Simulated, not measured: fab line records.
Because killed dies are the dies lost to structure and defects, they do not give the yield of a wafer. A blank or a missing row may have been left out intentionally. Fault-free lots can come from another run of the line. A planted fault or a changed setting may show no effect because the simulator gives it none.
Chamber matching + flow nand harc + 4 sister chambers for NHARC_A_STAIRCASE_ETCH_230 on rie diel-12
The step etches the open film in C4F8/O2, target depth 100 nm, time 40.5 s. 18 wafers are shown with their chamber, then 9 later ones without.

## WAFERS WITH THEIR CHAMBER
| wafer  | chamber | rf vpp V (V) | oes product au (a.u.) | rf fwd power W (W) |
|--------|---------|--------------|-----------------------|--------------------|
| L854.2 | 1       | 905          | 0.981                 | 593.4              |
| L854.4 | 2       | 900          | 0.992                 | 594.2              |
| L854.5 | 0       | 904          | 0.956                 | 593.4              |
| L856.1 | 0       | 903          | 0.962                 | 591.1              |
| L856.2 | 1       | 906          | 0.985                 | 593.4              |
| L856.3 | 3       | 891          | 0.989                 | 594.8              |
| L858.2 | 3       | 890          | 0.969                 | 595.8              |
| L858.4 | 0       | 903          | 0.936                 | 588.5              |
| L858.6 | 0       | 904          | 0.928                 | 590.4              |
| L859.1 | 2       | 898          | 0.963                 | 592.3              |
| L859.2 | 3       | 890          | 0.961                 | 596.9              |
| L859.4 | 0       | 903          | 0.938                 | 593.0              |
| L860.1 | 0       | 903          | 0.965                 | 594.1              |
| L860.2 | 3       | 888          | 0.995                 | 593.7              |
| L860.6 | 2       | 899          | 0.971                 | 595.1              |
| L862.4 | 2       | 898          | 0.969                 | 597.1              |
| L862.5 | 3       | 890          | 0.963                 | 592.7              |
| L862.6 | 2       | 898          | 0.981                 | 597.0              |

SIGNATURES (means of the wafers above)
| reading        | chamber 0 | chamber 1 | chamber 2 | chamber 3 | scatter within a chamber |
|----------------|-----------|-----------|-----------|-----------|--------------------------|
| rf vpp V       | 903.33    | 905.50    | 898.60    | 889.80    | 0.838                    |
| oes product au | 0.94750   | 0.98300   | 0.97520   | 0.97540   | 0.0139                   |
| rf fwd power W | 591.750   | 593.400   | 595.140   | 594.780   | 1.89                     |
Rule: a wafer lies at a distance from a chamber equal to the root of the sum of squares, over the readings, of (its reading less the chamber's mean, divided by the reading's scatter). The wafer belongs to the nearest chamber; if the next one is less than 2 further off, it can't be placed. The scatter: take each reading less its chamber's mean, square it, sum over the shown wafers, divide by the number of wafers less the number of chambers, and take the root.

## WAFERS WITH NO CHAMBER GIVEN
| wafer  | rf vpp V (V) | oes product au (a.u.) | rf fwd power W (W) |
|--------|--------------|-----------------------|--------------------|
| L866.1 | 902          | 0.959                 | 591.0              |
| L866.3 | 898          | 0.949                 | 592.2              |
| L866.6 | 898          | 0.933                 | 593.6              |
| L868.1 | 903          | 0.990                 | 590.5              |
| L868.3 | 897          | 0.966                 | 593.5              |
| L868.4 | 904          | 0.998                 | 593.0              |
| L870.2 | 902          | 0.940                 | 588.0              |
| L870.6 | 889          | 0.958                 | 593.8              |
| L873.5 | 889          | 0.967                 | 591.9              |

## CHAMBER TAKEN BY EACH
| wafer  | from the rows above     | in truth |
|--------|-------------------------|----------|
| L866.1 | 0                       | 0        |
| L866.3 | 2                       | 2        |
| L866.6 | 2                       | 2        |
| L868.1 | can't be placed: 0 or 1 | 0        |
| L868.3 | 2                       | 2        |
| L868.4 | can't be placed: 1 or 0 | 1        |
| L870.2 | 0                       | 0        |
| L870.6 | 3                       | 3        |
| L873.5 | 3                       | 3        |
Placed correctly: 7 of 9. Can't be placed from these rows: 2 (the true chamber is among the candidates in 2). 0 placed wrongly.
